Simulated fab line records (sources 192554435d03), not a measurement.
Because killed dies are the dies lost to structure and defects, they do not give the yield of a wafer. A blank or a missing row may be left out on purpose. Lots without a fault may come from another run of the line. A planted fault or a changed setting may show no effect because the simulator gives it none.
Lot-split experiment ; flow n5 finfet ; route with 1938 steps; 7 lots, 21 wafers read

## ABOUT THE SPLIT
At N5_FIN_CUT_EXPOSE_05 (exposes mask FIN CUT), the setting dose mj was moved away from the recipe's 45.75 on 7 of the 21 wafers read, by -6.7% to +7.5%. For the rest of the wafers, this setting stayed at what the recipe calls for.

## FROM THE SPLIT TO THE READING: what the file shows between them, 2 steps
- N5_FIN_CUT_PEB_06: peb time 60 s
- N5_FIN_CUT_DEVELOP_07: develop time 30 s

## THE READING
cd nm (nm) at N5_FIN_CUT_CD_MEAS_08, where the cd target is 29.1 nm. A value of 29.14 nm with a standard deviation of 0.25 nm is what fault-free wafers of this fab line usually give.

wafer;tool, chamber at the split;dose mj as run;against the recipe;cd nm, nm;against lot-mates on the recipe
L079.1;euv scanner-02, 0;45.75;recipe;29.08;-
L079.2;euv scanner-02, 0;45.75;recipe;28.89;-
L079.5;euv scanner-02, 0;45.75;recipe;29.23;-
L088.2;euv scanner-01, 0;45.75;recipe;29.47;-
L088.4;euv scanner-01, 0;45.75;recipe;29.21;-
L088.6;euv scanner-01, 0;45.75;recipe;29.03;-
L090.1;euv scanner-01, 0;42.67;-6.7%;28.02;-1.28
L090.3;euv scanner-01, 0;42.67;-6.7%;28.00;-1.30
L090.5;euv scanner-01, 0;45.75;recipe;29.30;-
L092.1;euv scanner-01, 0;46.65;+2.0%;29.59;+0.55
L092.2;euv scanner-01, 0;45.75;recipe;29.04;-
L092.3;euv scanner-01, 0;46.65;+2.0%;29.38;+0.34
L094.1;euv scanner-01, 0;45.75;recipe;29.21;-
L094.4;euv scanner-01, 0;46.79;+2.3%;29.08;-0.09
L094.6;euv scanner-01, 0;45.75;recipe;29.12;-
L095.1;euv scanner-01, 0;45.75;recipe;29.09;-
L095.2;euv scanner-01, 0;45.75;recipe;28.74;-
L095.6;euv scanner-01, 0;45.75;recipe;29.03;-
L096.1;euv scanner-01, 0;49.16;+7.5%;30.51;+1.17
L096.3;euv scanner-01, 0;49.16;+7.5%;30.39;+1.05
L096.6;euv scanner-01, 0;45.75;recipe;29.34;-

FIT RESULTS
A straight line over all 21 wafers: cd nm changes by +0.168 nm for each +1% of dose mj; r = +0.95; the points scatter about the line by 0.19 nm.
The same after taking each lot's own level away (the mean of its wafers on the recipe; 21 wafers): +0.167 nm for each +1%; r = +0.96; scatter 0.17 nm.
According to that fit, moving dose mj by its largest amount changes the reading by 1.2 nm.
The span of the lots' own levels, 28.953 to 29.340 nm, comes to 1.5 times the standard deviation stated above.
The two slopes agree, so the slope changes little with the lot-to-lot level.
Check: for one of the wafers moved furthest among these (+7.5%), held out of the fit, the line's prediction against its lot-mates is +1.22 nm. It came out at +1.17 nm against them.

## OTHER SPLITS ON THESE WAFERS
Other splits were also applied to these wafers ahead of the reading. Each is held against what the fit with the lots' levels taken away leaves over:
other split on the same wafers;wafers away from the commonest value;r with cd nm (lot level and that fit taken away)
N5_FIN_SAQP_PECVD_48 time s;8;+0.02
N5_FIN_SAQP_DEVELOP_15 develop time s;2;-0.09

## THE WHOLE CHAIN: every reading that the file lists as answering this split, in the file's order
step;what it does;reading;change (the file's fit);r (the file's)
N5_FIN_CUT_CD_MEAS_08;target cd 29.1 nm;cd nm;+0.161 nm for each +1% of the setting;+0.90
N5_FIN_CUT_ETCH_30;etches underlayer in N2/H2, target depth 13 nm, time 10.4 s;FIN_CUT.cd offset nm (the simulator's own value, which no gauge read);+0.159 nm for each +1% of the setting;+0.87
N5_FIN_CUT_ETCH_20;etches SiARC in CF4, target depth 26 nm, time 43.3 s;FIN_CUT.cd offset nm (the simulator's own value, which no gauge read);+0.169 nm for each +1% of the setting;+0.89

## THE FILE'S OWN FIT
cd nm changes by +0.161 nm for each +1% of dose mj, r = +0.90.
